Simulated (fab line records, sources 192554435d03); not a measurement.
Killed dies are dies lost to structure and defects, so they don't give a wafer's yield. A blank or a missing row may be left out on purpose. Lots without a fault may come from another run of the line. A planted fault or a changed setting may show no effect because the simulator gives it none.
fab line records | flow n5_finfet
record lots=12 wafers=33 last_day=19
route steps=1938 shown ILD0@340 SDB@356
lots that met no fault: from a run of the same line without faults
start_h: hours from the record's first day to the start of the lot's first wafer shown | wait_h: hours since the lot's step before | " the same as in the row above | L1.1+2: a row that stands for several wafers | - no value, or no start given | * or withheld: withheld | < > ~ a bound
route shown NAME@n: a module of which the file shows steps, and the number in the route of the first | usual: mean/standard deviation of fault-free wafers | same: alike in all rows | chamber/n: place in a boat | sites: the reading at each site | _std_site: their standard deviation | _edge_site: outer sites' mean less inner sites' | radius_mm: how far each site lies from the wafer's centre | mask NAME#n: copy n | behind: the tool/chamber that last shaped the wafer | hold: why the lot was held/for how many hours/how that ended | device: the transistor (n, p or np) that didn't switch | end of line: the same wafers' tests at the end of the route | a step without rows: its recipe alone | killed: dies lost to structure and defects at the first sort, not the wafer's yield | map: a wafer's dies, x killed, . not, _ none there
set.NAME: the setting as run; set.NAME@STEP: as run at that earlier step | model.NAME: the simulator's own value behind a step, which no gauge read
steps of the route over a sample of lots; a table a step, a row a wafer
services: from which hour (start_h, from the record's first day; less than 0 if before it) a tool's chamber was out of use, for how many hours, and why
## steps
# step N5_ILD0_CMP_07
# recipe stop_on=poly-Si material=SiO2_flowable t_overpolish_s=1.18 post_cmp_clean=alkaline_brush down_force_psi=4.1491 platen_rpm=51.796 pad_velocity_m_s=1.0306 target_thk_nm=138.88
# usual motor_current_A=12.5/0.92 platen_rpm=51.80/0.034
# columns lot.wafer tool chamber start_h wait_h motor_current_A platen_rpm
L901.1 cmp-01 2 75.01 0.1 12.4 51.77
L901.3 " 3 " " 12.5 51.81
L901.5 " 1 " " 13.3 51.84
L902.2 cmp-04 1 81.36 0.0 12.1 51.85
L902.1 " 3 " " 13.3 51.86
L902.6 " 1 " " 11.6 51.83
L904.1 cmp-04 1 86.03 0.1 13.0 51.78
L904.2 " 2 " " 13.0 51.79
L904.6 " 1 " " 12.2 51.74
L903.4 cmp-03 2 89.51 0.0 14.3 51.83
L903.2 " 0 " " 10.8 51.80
L906.1 cmp-03 3 99.11 0.1 11.2 51.82
L906.6 " 2 " " 12.5 51.83
L912.4 cmp-04 0 142.62 0.0 12.6 51.72
L912.5 " 0 " " 12.5 51.77
L912.6 " 1 " " 12.2 51.76
L913.1 cmp-01 3 145.71 0.0 11.9 51.87
L913.3 " 0 " " 12.3 51.80
L913.5 " 3 " " 12.2 51.87
L915.3 cmp-01 3 157.08 0.1 12.6 51.79
L915.4 " 0 " " 11.7 51.81
L915.6 " 2 " " 12.6 51.79
L916.1 cmp-04 0 160.37 0.1 12.2 51.82
L916.4 " 1 " " 12.9 51.76
L916.6 " 0 " " 11.9 51.81
L921.4 cmp-01 3 187.81 0.0 12.2 51.81
L921.3 " 0 " " 12.2 51.76
L921.1 " 1 " " 12.6 51.81
L922.4 cmp-01 2 198.14 0.1 12.9 51.82
L922.5 " 1 " " 13.2 51.86
L923.1 cmp-03 2 203.50 0.1 13.0 51.78
L923.2 " 0 " " 10.7 51.80
L923.5 " 2 " " 13.1 51.79
# step N5_SDB_CD_MEAS_11
# recipe target_cd_nm=50 landing_energy_ev=500 detector=se_inlens polarity=opening
# usual cd_nm=50.2/1.5
# columns lot.wafer tool chamber start_h wait_h cd_nm
L901.1 cd_sem-03 0 79.02 - 50.0
L901.3 " 0 " " 49.6
L901.5 " 0 " " 50.2
L902.1 cd_sem-01 0 85.31 - 50.9
L902.2 " 0 " " 49.9
L902.6 " 0 " " 50.0
L904.1 cd_sem-02 0 90.09 - 48.1
L904.2 " 0 " " 48.8
L904.6 " 0 " " 51.5
L903.2 cd_sem-02 0 94.27 - 53.0
L903.4 " 0 " " 53.2
L906.1 cd_sem-01 0 103.10 - 52.0
L906.6 " 0 " " 50.8
L912.4 cd_sem-01 0 146.74 - 49.3
L912.5 " 0 " " 49.1
L912.6 " 0 " " 49.4
L913.1 cd_sem-01 0 149.74 - 48.5
L913.3 " 0 " " 50.5
L913.5 " 0 " " 49.7
L915.3 cd_sem-01 0 161.03 - 52.8
L915.4 " 0 " " 50.0
L915.6 " 0 " " 52.8
L916.1 cd_sem-02 0 164.36 - 49.2
L916.4 " 0 " " 49.7
L916.6 " 0 " " 49.9
L921.1 cd_sem-03 0 191.81 - 52.4
L921.3 " 0 " " 51.6
L921.4 " 0 " " 51.6
L922.4 cd_sem-03 0 202.12 - 48.4
L922.5 " 0 " " 51.7
L923.1 cd_sem-01 0 207.48 - 50.2
L923.2 " 0 " " 50.5
L923.5 " 0 " " 52.2
# step N5_SDB_ETCH_17
# recipe chemistry=CF4 target=SiARC target_depth_a=234 mask_material=CAR-ArF time_s=39 ion_energy_ev=80 pressure_mtorr=40 source_w=545 bias_w=36 Ar_flow_sccm=100 cf4_flow_sccm=100 ends=cleared
# usual drypump_motor_current_A=6.0/0.41 etch_rf_on_time_s=39.5/1.6 oes_product_au=0.67/0.059 rf_vpp_V=184.2/1.1 showerhead_plenum_p_Torr=2.15/0.058 throttle_valve_pct=15.63/0.22
# columns lot.wafer tool chamber start_h wait_h drypump_motor_current_A etch_rf_on_time_s oes_product_au rf_hours_counter_h rf_vpp_V showerhead_plenum_p_Torr throttle_valve_pct
L901.1 rie_diel-03 0 79.14 0.0 6.1 37.9 0.65 135 184.1 2.15 15.87
L901.3 " 1 " " 5.4 39.4 0.72 51 184.5 2.18 15.75
L901.5 " 3 " " 6.3 39.2 0.75 - 184.6 2.10 15.18
L902.1 rie_diel-01 0 85.43 0.0 6.4 42.3 0.67 109 185.3 2.24 15.67
L902.2 " 2 " " 6.2 39.3 0.85 0 183.9 2.19 15.55
L902.6 " 1 " " 5.9 41.1 0.62 - 183.1 2.06 15.56
L904.1 rie_diel-03 0 90.21 0.0 6.1 37.3 0.65 139 184.1 2.15 15.88
L904.2 " 3 " " 6.3 39.1 0.75 42 183.5 2.10 15.17
L904.6 " 3 " " 6.3 38.9 0.76 - 184.2 2.10 15.19
L903.2 rie_diel-03 0 94.39 0.0 6.1 37.5 0.65 140 183.8 2.15 15.86
L903.4 " 0 " " 6.1 26.0 0.81 - 183.0 2.15 15.88
L906.1 rie_diel-03 2 103.22 0.0 5.4 28.1 0.77 150 184.1 2.14 15.36
L906.6 " 3 " " 6.3 38.9 0.74 - 183.1 2.10 15.20
L912.4 rie_diel-01 3 146.86 0.0 6.1 36.8 0.63 214 183.6 2.12 15.94
L912.5 " 1 " " 6.0 40.4 0.61 - 183.6 2.05 15.61
L912.6 " 0 " " 6.5 41.5 0.66 - 186.1 2.24 15.71
L913.1 rie_diel-01 1 150.38 0.0 6.0 40.4 0.61 161 183.2 2.05 15.62
L913.3 " 3 " " 6.1 36.5 0.64 216 183.0 2.12 15.94
L913.5 " 1 " " 6.0 40.2 0.62 - 182.0 2.05 15.62
L915.3 rie_diel-01 0 161.15 0.0 6.4 41.7 0.65 135 183.9 2.23 15.72
L915.4 " 2 " " 6.2 38.4 0.79 25 185.4 2.18 15.59
L915.6 " 3 " " 6.1 36.9 0.63 - 184.3 2.11 15.93
L916.1 rie_diel-01 2 164.63 0.0 6.3 38.7 0.79 25 183.9 2.18 15.61
L916.4 " 3 " " 6.1 37.1 0.63 220 184.8 2.11 15.94
L916.6 " 3 " " 6.2 37.1 0.63 - 184.7 2.11 15.95
L921.1 rie_diel-01 1 191.94 0.0 5.9 40.2 0.60 174 183.1 2.05 15.64
L921.3 " 2 " " 6.2 38.2 0.77 35 185.1 2.18 15.64
L921.4 " 0 " " 6.4 41.6 0.64 146 186.2 2.23 15.74
L922.4 rie_diel-06 1 202.24 0.0 6.5 40.7 0.58 246 183.6 2.19 15.93
L922.5 " 3 " " 5.3 41.6 0.70 - 185.1 2.19 15.60
L923.1 rie_diel-06 3 207.60 0.0 5.3 41.4 0.70 45 185.2 2.19 15.57
L923.2 " 0 " " 5.7 37.7 0.68 129 186.3 2.25 15.73
L923.5 " 3 " " 5.3 41.3 0.70 - 183.0 2.19 15.59
# step N5_SDB_HM_OPEN_20
# recipe chemistry=CH3F/O2 target=SiNx mask_material=SOC target_depth_a=240 stop_on=poly-Si over_etch_frac=0.4 ion_energy_ev=120 pressure_mtorr=30 source_w=395 bias_w=73 Ar_flow_sccm=150 CH3F_flow_sccm=30 O2_flow_sccm=20
# usual drypump_motor_current_A=6.0/0.41 oes_f_703_au=0.77/0.066 oes_product_au=0.64/0.056 rf_vpp_V=296/7.3 showerhead_plenum_p_Torr=2.01/0.054 throttle_valve_pct=16.36/0.26
# columns lot.wafer tool chamber start_h wait_h drypump_motor_current_A oes_f_703_au oes_product_au rf_hours_counter_h rf_vpp_V showerhead_plenum_p_Torr throttle_valve_pct
L901.1 rie_diel-03 0 79.33 0.0 6.1 0.80 0.61 135 280 2.03 16.70
L901.3 " 1 " " 5.4 0.85 0.70 51 294 2.04 16.45
L901.5 " 3 " " 6.3 0.86 0.73 - 295 1.95 15.85
L902.1 rie_diel-01 0 85.62 0.0 6.4 0.76 0.67 109 300 2.09 16.33
L902.2 " 2 " " 6.2 0.99 0.83 0 298 2.05 16.29
L902.6 " 1 " " 5.9 0.71 0.61 - 298 1.93 16.38
L904.1 rie_diel-03 0 90.40 0.0 6.1 0.81 0.61 139 281 2.03 16.70
L904.2 " 3 " " 6.3 0.85 0.71 42 296 1.95 15.85
L904.6 " 3 " " 6.3 0.85 0.73 - 296 1.95 15.84
L903.2 rie_diel-03 0 94.59 0.0 6.1 0.80 0.62 140 279 2.03 16.73
L903.4 " 0 " " 6.1 0.80 0.62 - 279 2.03 16.72
L906.1 rie_diel-03 2 103.41 0.0 5.4 0.71 0.60 150 302 1.98 16.07
L906.6 " 3 " " 6.3 0.83 0.73 - 296 1.95 15.87
L912.4 rie_diel-01 3 147.05 0.0 6.1 0.76 0.58 214 303 1.98 16.68
L912.5 " 1 " " 5.9 0.70 0.59 - 298 1.93 16.42
L912.6 " 0 " " 6.5 0.74 0.64 - 300 2.08 16.36
L913.1 rie_diel-01 1 150.57 0.0 5.9 0.69 0.57 161 297 1.93 16.41
L913.3 " 3 " " 6.2 0.76 0.58 216 306 1.98 16.69
L913.5 " 1 " " 6.0 0.70 0.58 - 297 1.93 16.43
L915.3 rie_diel-01 0 161.35 0.0 6.5 0.73 0.63 135 299 2.08 16.38
L915.4 " 2 " " 6.2 0.90 0.74 25 296 2.04 16.34
L915.6 " 3 " " 6.1 0.75 0.59 - 305 1.97 16.70
L916.1 rie_diel-01 2 164.82 0.0 6.2 0.91 0.74 25 297 2.04 16.37
L916.4 " 3 " " 6.1 0.75 0.59 220 305 1.97 16.69
L916.6 " 3 " " 6.1 0.76 0.60 - 304 1.97 16.69
L921.1 rie_diel-01 1 192.13 0.0 6.0 0.68 0.58 175 296 1.92 16.45
L921.3 " 2 " " 6.2 0.89 0.74 35 297 2.04 16.38
L921.4 " 0 " " 6.5 0.73 0.65 146 299 2.08 16.40
L922.4 rie_diel-06 1 202.44 0.0 6.5 0.67 0.57 246 303 2.06 16.70
L922.5 " 3 " " 5.3 0.80 0.69 - 297 2.06 16.40
L923.1 rie_diel-06 3 207.79 0.0 5.2 0.80 0.68 45 297 2.06 16.42
L923.2 " 0 " " 5.7 0.78 0.60 129 285 2.10 16.42
L923.5 " 3 " " 5.3 0.79 0.68 - 300 2.06 16.41
## services
# columns tool chamber start_h hours kind
rie_diel-03 3 52.75 23.1 repair
cmp-04 - 56.75 0.5 repair
cmp-03 - 59.86 5.8 pm
rie_diel-01 2 66.15 - clean
rie_diel-01 2 66.15 - consumable_replace:focus_ring
rie_diel-01 2 66.15 18.8 scheduled_down
rie_diel-01 2 66.15 18.8 vent_cycle
rie_diel-03 1 92.41 36.0 repair
cmp-01 - 117.98 0.6 repair
cmp-01 - 124.82 5.8 repair
cmp-01 - 162.61 1.0 repair
cmp-01 - 173.77 0.7 repair
cmp-01 - 177.34 6.2 pm
cmp-01 - 198.41 2.6 repair
## key
first_sign step=N5_SDB_ETCH_17 reading=etch_rf_on_time_s direction=down sigmas=8 usual=* struck=*
effect none on later readings
met_at N5_SDB_ETCH_17
struck_lots L903,L906
struck_wafers L903.4,L906.1
tester_left_out L903,L906
not_acting_at N5_ILD0_CMP_07,N5_SDB_CD_MEAS_11,N5_SDB_HM_OPEN_20
onset_between 90.21 94.39
fault kind=process_parameter_drift tool=rie_diel-03 chamber=- onset_h=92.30 steps=N5_SDB_ETCH_17 channel=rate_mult offset=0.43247 shape=step end_h=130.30 scope=struck_wafers_only
# tester_left_out: of these lots the tester's yield and bins aren't shown, on N5 and GAA mostly nor the transistor test; their killed dies are dies lost to structure and defects alone, not to doping, threshold or leakage, so they don't give the yield
